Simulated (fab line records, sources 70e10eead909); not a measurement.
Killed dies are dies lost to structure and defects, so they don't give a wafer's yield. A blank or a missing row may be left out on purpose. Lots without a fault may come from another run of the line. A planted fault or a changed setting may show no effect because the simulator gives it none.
fab line records | flow nand_harc
record lots=5 wafers=15 last_day=32
route steps=1302 shown P_GATE@185 END@1302
lots that met no fault: from a run of the same line without faults
start_h: hours from the record's first day to the start of the lot's first wafer shown | wait_h: hours since the lot's step before | " the same as in the row above | L1.1+2: a row that stands for several wafers | - no value, or no start given | * or withheld: withheld | < > ~ a bound
route shown NAME@n: a module of which the file shows steps, and the number in the route of the first | usual: mean/standard deviation of fault-free wafers | same: alike in all rows | chamber/n: place in a boat | sites: the reading at each site | _std_site: their standard deviation | _edge_site: outer sites' mean less inner sites' | radius_mm: how far each site lies from the wafer's centre | mask NAME#n: copy n | behind: the tool/chamber that last shaped the wafer | hold: why the lot was held/for how many hours/how that ended | device: the transistor (n, p or np) that didn't switch | end of line: the same wafers' tests at the end of the route | a step without rows: its recipe alone | killed: dies lost to structure and defects at the first sort, not the wafer's yield | map: a wafer's dies, x killed, . not, _ none there
set.NAME: the setting as run; set.NAME@STEP: as run at that earlier step | model.NAME: the simulator's own value behind a step, which no gauge read
lots at some steps of the route; a table a step, a row a wafer
services: from which hour (start_h, from the record's first day; less than 0 if before it) a tool's chamber was out of use, for how many hours, and why
## steps
# step NHARC_P_GATE_CD_MEAS_59
# recipe target_cd_nm=720 landing_energy_ev=500
# usual cd_nm=720.7/2.2
# columns lot.wafer tool chamber start_h wait_h cd_nm
L397.1 cd_sem-01 0 109.75 - 719.5
L397.2 " 0 " " 718.7
L397.4 " 0 " " 720.5
L398.3 cd_sem-03 0 122.32 - 720.4
L398.4 " 0 " " 722.5
L398.6 " 0 " " 718.3
L401.1 cd_sem-02 0 148.30 - 720.8
L401.3 " 0 " " 719.5
L401.6 " 0 " " 723.0
L415.1 cd_sem-01 0 289.06 - 716.2
L415.4 " 0 " " 718.2
L415.6 " 0 " " 719.9
L418.1 cd_sem-03 0 325.54 - 718.3
L418.3 " 0 " " 719.9
L418.6 " 0 " " 718.1
# step NHARC_P_GATE_HARDBAKE_60
# recipe temp_c=125 time_s=80
# step NHARC_P_GATE_DESCUM_61
# recipe time_s=3 o2_flow_sccm=200 ar_flow_sccm=0 bias_power_w=0 chemistry=O2
# usual drypump_motor_current_A=5.6/0.39 o2_flow_sccm=200.0/0.63 oes_product_au=0.998/0.012 rf_vpp_V=57.7/0.84 showerhead_plenum_p_Torr=1.91/0.094 throttle_valve_pct=11.311/0.0082
# same bias_power_w=0 time_s=3
# columns lot.wafer tool chamber start_h wait_h drypump_motor_current_A o2_flow_sccm oes_product_au rf_hours_counter_h rf_vpp_V showerhead_plenum_p_Torr throttle_valve_pct
L397.4 rie_diel-11 3 109.91 - 5.3 200.3 0.985 1.5 57.3 1.97 11.316
L397.1 " 1 " " 5.6 198.3 1.008 0.8 56.8 2.04 11.310
L397.2 " 2 " " 5.9 200.6 1.022 1.5 56.6 1.95 11.321
L398.4 rie_diel-04 1 122.50 - 5.0 201.2 1.022 6.3 58.5 1.93 11.327
L398.3 " 2 " " 5.8 200.3 1.000 6.2 58.0 2.05 11.316
L398.6 " 0 " " 5.4 200.6 1.016 - 58.5 1.84 11.296
L401.3 rie_diel-01 0 148.47 - 6.4 199.6 0.994 5.0 56.9 1.83 11.323
L401.1 " 2 " " 5.7 198.5 0.972 6.9 58.5 2.04 11.318
L401.6 " 0 " " 6.4 199.7 1.007 - 58.4 1.83 11.314
L415.4 rie_diel-04 3 289.24 - 5.3 200.0 0.981 5.3 57.5 1.79 11.317
L415.1 " 1 " " 5.0 198.4 0.995 6.2 56.2 1.93 11.309
L415.6 " 3 " " 5.2 199.7 0.979 - 57.3 1.79 11.304
L418.1 rie_diel-01 0 325.70 - 6.4 199.0 1.002 7.6 57.1 1.83 11.311
L418.3 " 3 " " 5.8 199.7 1.017 7.3 57.2 1.90 11.307
L418.6 " 0 " " 6.4 200.0 0.993 - 57.8 1.83 11.311
# step NHARC_P_GATE_IMPLANT_62
# recipe energy_kev=20 dose_cm2=3e+15 tilt_deg=7
# step NHARC_P_GATE_STRIP_112
# recipe power_w=1500 temp_c=110 time_s=200 chemistry=N2/H2
# usual drypump_motor_current_A=5.9/0.4 heater_power_w=87/9.3
# same time_s=200
# columns lot.wafer tool chamber start_h wait_h drypump_motor_current_A heater_power_w rf_hours_counter_h
L397.1 plasma_asher-02 0 110.27 0.2 6.5 94 7
L397.2 " 1 " " 5.5 82 7
L397.4 " 0 " " 6.5 96 -
L398.4 plasma_asher-01 1 122.93 0.2 5.6 71 -
L398.3 " 0 " " 6.0 90 -
L398.6 " 1 " " 5.6 73 -
L401.1 plasma_asher-02 1 148.83 0.2 5.5 87 14
L401.3 " 0 " " 6.5 97 -
L401.6 " 0 " " 6.5 95 -
L415.1 plasma_asher-02 1 289.59 0.2 5.5 80 6
L415.4 " 1 " " 5.5 79 -
L415.6 " 0 " " 6.5 104 -
L418.1 plasma_asher-02 0 326.12 0.2 6.5 104 14
L418.3 " 0 " " 6.5 103 -
L418.6 " 1 " " 5.5 80 -
# step NHARC_P_GATE_STRIP_76
# recipe power_w=1500 temp_c=250 chemistry=O2
# usual drypump_motor_current_A=5.9/0.4 heater_power_w=325/35
# columns lot.wafer tool chamber start_h wait_h drypump_motor_current_A heater_power_w rf_hours_counter_h
L397.1 plasma_asher-02 0 110.53 0.2 6.5 349 7
L397.2 " 1 " " 5.5 307 7
L397.4 " 0 " " 6.5 360 -
L398.4 plasma_asher-01 1 123.13 0.2 5.6 265 -
L398.3 " 0 " " 5.9 333 -
L398.6 " 1 " " 5.6 269 -
L401.1 plasma_asher-02 1 149.09 0.2 5.5 321 14
L401.3 " 0 " " 6.5 359 -
L401.6 " 0 " " 6.5 349 -
L415.1 plasma_asher-02 1 289.85 0.2 5.5 301 6
L415.4 " 1 " " 5.5 309 -
L415.6 " 0 " " 6.6 389 -
L418.1 plasma_asher-02 0 326.35 0.2 6.5 381 14
L418.3 " 0 " " 6.4 382 -
L418.6 " 1 " " 5.5 305 -
# step NHARC_P_GATE_STRIP_63
# recipe time_s=900 temp_c=130 chemistry=SPM
# step NHARC_P_GATE_DEHYDRATE_83
# recipe temp_c=150 time_s=120
# step NHARC_P_GATE_HMDS_84
# recipe time_s=30
# step NHARC_P_GATE_COAT_85
# recipe spin_rpm=3000
# step NHARC_P_GATE_SOFTBAKE_86
# recipe temp_c=122 time_s=95
# step NHARC_P_GATE_EBR_87
# step NHARC_P_GATE_EXPOSE_88
# recipe na=0.6 target_cd_nm=2000 dose_mj=11.87 mask_id=P_HVN
# usual reticle_temp_C=22.98/0.1
# columns lot.wafer tool chamber start_h wait_h mask reticle_temp_C
L397.1 krf_scanner-04 0 111.29 - P_HVN#0 22.87
L397.2 " 0 " " P_HVN#0 22.99
L397.4 " 0 " " P_HVN#0 22.96
L398.3 krf_scanner-04 0 123.76 - P_HVN#0 22.97
L398.4 " 0 " " P_HVN#0 23.07
L398.6 " 0 " " P_HVN#0 23.08
L401.1 krf_scanner-04 0 149.73 - P_HVN_R1#0 22.98
L401.3 " 0 " " P_HVN_R1#0 22.94
L401.6 " 0 " " P_HVN_R1#0 22.86
L415.1 krf_scanner-03 0 290.62 - P_HVN#0 22.98
L415.4 " 0 " " P_HVN#0 23.01
L415.6 " 0 " " P_HVN#0 23.03
L418.1 krf_scanner-02 0 327.10 - P_HVN#0 22.81
L418.3 " 0 " " P_HVN#0 22.76
L418.6 " 0 " " P_HVN#0 22.84
# step NHARC_P_GATE_PEB_89
# recipe peb_temp_c=118 peb_time_s=85
# step NHARC_P_GATE_DEVELOP_90
# recipe time_s=70
# step NHARC_P_GATE_CD_MEAS_91
# recipe target_cd_nm=2000 landing_energy_ev=500
# usual cd_nm=1999.7/2.9
# columns lot.wafer tool chamber start_h wait_h hold cd_nm
L397.1 cd_sem-03 0 111.45 - - 2005.8
L397.2 " 0 " " - 2003.5
L397.4 " 0 " " - 2003.9
L398.3 cd_sem-02 0 123.91 - - 2001.8
L398.4 " 0 " " - 2002.5
L398.6 " 0 " " - 1999.3
L401.1 cd_sem-01 0 149.88 - await_dispo/0.2h/release 1876.1
L401.3 " 0 " " await_dispo/0.2h/release 1881.4
L401.6 " 0 " " await_dispo/0.2h/release 1879.4
L401.1 cd_sem-01 0 - - - 1876.4
L401.3 " 0 " " - 1881.4
L401.6 " 0 " " - 1879.0
L415.1 cd_sem-02 0 290.79 - - 1996.4
L415.4 " 0 " " - 1996.3
L415.6 " 0 " " - 1997.8
L418.1 cd_sem-03 0 327.25 - - 1995.0
L418.3 " 0 " " - 1997.3
L418.6 " 0 " " - 1994.6
# step NHARC_P_GATE_DESCUM_93
# recipe time_s=3 o2_flow_sccm=200 ar_flow_sccm=0 bias_power_w=0 chemistry=O2
# usual drypump_motor_current_A=5.8/0.36 o2_flow_sccm=200.0/0.62 oes_product_au=1.001/0.012 rf_vpp_V=58.0/0.94 showerhead_plenum_p_Torr=1.94/0.083 throttle_valve_pct=11.310/0.0089
# same bias_power_w=0 time_s=3
# columns lot.wafer tool chamber start_h wait_h drypump_motor_current_A o2_flow_sccm oes_product_au rf_hours_counter_h rf_vpp_V showerhead_plenum_p_Torr throttle_valve_pct model.P_GATE.cd_nm
L397.2 rie_diel-01 2 111.61 - 5.7 199.3 0.984 4 57.9 2.04 11.296 2004
L397.1 " 1 " " 6.0 200.5 1.000 3 56.2 2.00 11.301 2006
L397.4 " 3 " " 5.8 199.8 1.014 - 58.5 1.90 11.307 2003
L398.3 rie_diel-04 2 124.06 - 5.8 200.3 0.994 6 58.8 2.05 11.316 2003
L398.4 " 0 " " 5.4 199.8 1.002 7 57.6 1.84 11.315 2003
L398.6 " 2 " " 5.8 199.7 1.000 - 57.8 2.05 11.317 2000
L401.3 rie_diel-04 0 152.82 - 5.4 199.2 1.005 8 58.0 1.84 11.309 1882
L401.1 " 2 " " 5.8 200.1 0.994 8 58.5 2.05 11.313 1877
L401.6 " 0 " " 5.4 199.7 1.002 - 57.3 1.84 11.315 1880
L415.4 rie_diel-11 1 290.96 - 5.6 199.7 1.014 1 57.6 2.04 11.298 1995
L415.1 " 0 " " 6.1 200.2 1.006 0 58.7 1.96 11.297 1997
L415.6 " 1 " " 5.6 200.1 1.025 - 58.7 2.04 11.313 1997
L418.1 rie_diel-11 2 327.43 - 5.9 200.3 1.004 2 58.3 1.95 11.335 1995
L418.3 " 0 " " 6.1 200.0 1.016 2 57.4 1.96 11.298 1998
L418.6 " 0 " " 6.1 199.2 1.015 - 58.3 1.96 11.315 1996
# step NHARC_P_GATE_IMPLANT_94
# recipe energy_kev=60 dose_cm2=2e+15 tilt_deg=7
# step NHARC_END_SORT_01
# recipe temp_c=25
# usual killed_at_array=52/18 killed_at_other=1.0/1.4 killed_at_periphery=3.1/2.3 killed_dies=56/17 killed_open=3.0/1.7 killed_short=2.5/1.7
# same gross_dies=677
# columns lot.wafer tool chamber start_h wait_h killed_at_array killed_at_other killed_at_periphery killed_dies killed_open killed_short
L401.1 prober-01 0 626.18 2.5 75 2 2 79 2 0
L401.3 prober-01 0 627.79 3.1 78 3 2 83 0 2
L401.6 prober-01 0 630.20 4.0 91 1 2 94 4 1
# killed by level:class
L401.1 A_SLIT:chamber_film_flake=26 A_CHANNEL_HOLE_D1:chamber_film_flake=22 A_CHANNEL_HOLE_D2:chamber_film_flake=21 A_CHANNEL_FILL_D1:unspecified=2 THIN_TSV:chamber_film_flake=2 A_WL_FILL:geometric_particle:open=1 A_M1:geometric_particle:open=1 P_GATE:chamber_film_flake=1
L401.3 A_CHANNEL_HOLE_D2:chamber_film_flake=28 A_SLIT:chamber_film_flake=20 A_CHANNEL_HOLE_D1:chamber_film_flake=19 A_CONTACT:chamber_film_flake=3 THIN_TSV:chamber_film_flake=3 A_CHANNEL_FILL_D1:unspecified=2 A_STAIRCASE:chamber_film_flake=2 P_GATE:geometric_particle:short=1
L401.6 A_CHANNEL_HOLE_D2:chamber_film_flake=34 A_SLIT:chamber_film_flake=26 A_CHANNEL_HOLE_D1:chamber_film_flake=19 A_CHANNEL_FILL_D1:unspecified=2 A_DECK1_JOINT:chamber_film_flake=2 A_STAIRCASE:chamber_film_flake=2 P_STI:geometric_particle:short=1 P_M0:geometric_particle:open=1
## services
# columns tool chamber start_h hours kind
krf_scanner-02 - 94.00 4.0 pm
rie_diel-01 0 98.42 22.5 repair
krf_scanner-04 - 106.43 0.9 repair
rie_diel-04 3 113.60 2.4 repair
rie_diel-04 1 126.25 39.3 repair
krf_scanner-03 - 127.74 4.0 pm
rie_diel-11 1 155.33 12.0 repair
plasma_asher-01 - 165.18 9.0 pm
rie_diel-04 - 177.90 9.0 pm
krf_scanner-04 - 182.01 4.0 pm
krf_scanner-03 - 197.83 2.9 repair
plasma_asher-01 - 201.69 5.4 repair
rie_diel-01 - 203.80 9.0 pm
krf_scanner-02 - 213.15 18.1 repair
rie_diel-11 1 230.55 4.0 repair
rie_diel-11 - 234.75 0.2 repair
plasma_asher-02 - 249.28 9.0 pm
rie_diel-11 - 255.50 9.0 pm
rie_diel-11 0 269.67 9.7 repair
plasma_asher-01 - 297.08 2.4 repair
krf_scanner-04 - 297.33 5.5 repair
rie_diel-11 - 311.39 0.4 repair
rie_diel-11 3 322.31 9.8 repair
rie_diel-01 1 326.90 7.0 repair
## key
first_sign step=NHARC_P_GATE_EXPOSE_88 reading=mask direction=changed
effect step=NHARC_P_GATE_CD_MEAS_91 reading=visit direction=added
effect step=NHARC_P_GATE_CD_MEAS_91 reading=cd_nm direction=down sigmas=42 usual=1999.7 struck=1879.0
model_effect step=NHARC_P_GATE_DESCUM_93 value=P_GATE.cd_nm without=2004 struck=1879
met_at NHARC_P_GATE_EXPOSE_88
struck_wafers L401.1,L401.3,L401.6
tester_left_out L401
onset_between 123.76 149.73
fault kind=wrong_mask tool=any chamber=- onset_h=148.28 steps=NHARC_P_GATE_EXPOSE_88 aux_copy=P_HVN_R1#0 cd_offset_nm=-124.57 scope=struck_lots_only
# tester_left_out: of these lots the tester's yield and bins aren't shown, on N5 and GAA mostly nor the transistor test; their killed dies are dies lost to structure and defects alone, not to doping, threshold or leakage, so they don't give the yield
